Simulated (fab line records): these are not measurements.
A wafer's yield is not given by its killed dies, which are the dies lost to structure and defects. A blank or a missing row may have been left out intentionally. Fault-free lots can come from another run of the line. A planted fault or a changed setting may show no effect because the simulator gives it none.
Chamber matching / flow n5-finfet / N5_BEOL_M0_SAQP_ILD_DEP_01 on pecvd-02 has 3 sister chambers
The step deposits SiOC from DEMS/O2, target thk 45.419 nm, time 8.7 s. 3 wafers are shown with their chamber, then 7 later ones without.

## WAFERS WITH THEIR CHAMBER
wafer=L816.5; chamber=0; throttle-valve-pct (%)=13.8
wafer=L817.3; chamber=1; throttle-valve-pct (%)=12.4
wafer=L817.4; chamber=2; throttle-valve-pct (%)=12.6

## WAFERS WITH NO CHAMBER GIVEN
wafer=L817.5; throttle-valve-pct (%)=13.5
wafer=L818.3; throttle-valve-pct (%)=13.8
wafer=L818.5; throttle-valve-pct (%)=12.3
wafer=L818.6; throttle-valve-pct (%)=12.1
wafer=L819.1; throttle-valve-pct (%)=13.6
wafer=L819.2; throttle-valve-pct (%)=12.4
wafer=L819.6; throttle-valve-pct (%)=12.3

## CHAMBER TAKEN BY EACH
wafer=L817.5; from the rows above=0; in truth=0
wafer=L818.3; from the rows above=0; in truth=0
wafer=L818.5; from the rows above=can't be placed: 1 or 2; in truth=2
wafer=L818.6; from the rows above=can't be placed: 1 or 2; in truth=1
wafer=L819.1; from the rows above=0; in truth=0
wafer=L819.2; from the rows above=can't be placed: 1 or 2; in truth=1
wafer=L819.6; from the rows above=can't be placed: 1 or 2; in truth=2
Correct placement for 3 of the 7. Unplaceable from these rows: 4, with the true chamber sitting among the candidates in 4. Placed wrongly: 0.
How it was worked out, from the rows above alone: a wafer's distance from a chamber is the root of the sum, over the readings, of the square of ((its reading less the chamber's mean) divided by the reading's scatter). If the next closest chamber is less than 2 further off than the closest, the wafer can't be placed; otherwise it belongs to the closest. A chamber's mean is the mean of its shown wafers. The scatter: with one shown wafer a chamber, the root of the mean of the squares of how far each hidden wafer lies from its nearest shown one.
